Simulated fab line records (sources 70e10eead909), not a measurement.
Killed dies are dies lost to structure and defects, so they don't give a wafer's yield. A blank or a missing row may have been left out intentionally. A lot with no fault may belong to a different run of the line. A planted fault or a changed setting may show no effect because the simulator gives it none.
One fault seen from 2 desks    flow nandHarc    each desk holds nothing but its own numbers, with what lay behind them at the end

== THE TOOL OWNER'S DESK: lithoTrack-05 ==
At NHARC_P_ZERO_WELL_SOFTBAKE_06 (time 70 s), the tool's own readings, given per lot that ran on this tool as the mean of the sampled wafers with a number. Marked OUT: a lot whose mean sits more than 4 standard deviations from the usual mean, which makes it out of limits; the brackets give that distance.
Columns: A = heaterPowerTotalW at NHARC_P_ZERO_WELL_SOFTBAKE_06, usual 200.8 W
lot   first seen here  A
L562  day 3 12:00      199.9
L563  day 3 22:00      200.8
L566  day 5 04:00      218.3 (+13) OUT
L568  day 6 00:00      218.4 (+14) OUT
L574  day 8 12:00      201.7
L577  day 9 18:00      199.3
L580  day 11 00:00     201.6
Finding of this desk: L566, L568 out of limits; the first was L566 at day 5 04:00, on heaterPowerTotalW at NHARC_P_ZERO_WELL_SOFTBAKE_06. L562, L563, L574, L577, L580 stayed within limits.

== THE METROLOGY DESK ==
Means of the sampled wafers that have a number, per lot and without regard to the tool the lot ran on: this is what the gauges read. Marked OUT: a lot whose mean sits more than 4 standard deviations from the usual mean, which makes it out of limits; the brackets give that distance.
Columns: A = cdNm at NHARC_P_ZERO_WELL_CD_MEAS_24, usual 719.0 nm
lot   first seen here  A
L561  day 3 04:35      716.9
L562  day 3 14:30      719.5
L563  day 4 00:36      719.8
L564  day 4 10:20      718.4
L566  day 5 06:35      720.7
L568  day 6 02:34      719.0
L574  day 8 14:34      718.9
L576  day 9 10:35      717.8
L577  day 9 20:57      719.8
L579  day 10 16:29     717.0
L580  day 11 02:29     718.1
L581  day 11 12:20     722.6
This desk's verdict: no lot among the 12 shows anything out of limits.

== ALL TOGETHER ==
An alarm could have come from the tool owner's desk at day 5 04:00, on L566, L568.
Nothing out of limits was seen by the metrology desk.
The metrology desk has L566, L568 on record, within its limits.
NHARC_P_ZERO_WELL_SOFTBAKE_06 was run on lithoTrack-05 by each of the lots named.

== WHAT THE SIMULATOR HAD INSERTED ==
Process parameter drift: lithoTrack-05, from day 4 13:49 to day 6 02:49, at NHARC_P_ZERO_WELL_SOFTBAKE_06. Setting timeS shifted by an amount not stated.
Shown lots that were struck: L566, L568.
Hours from the fault's start to each desk's first reading out of limits: the tool owner's desk, 14.
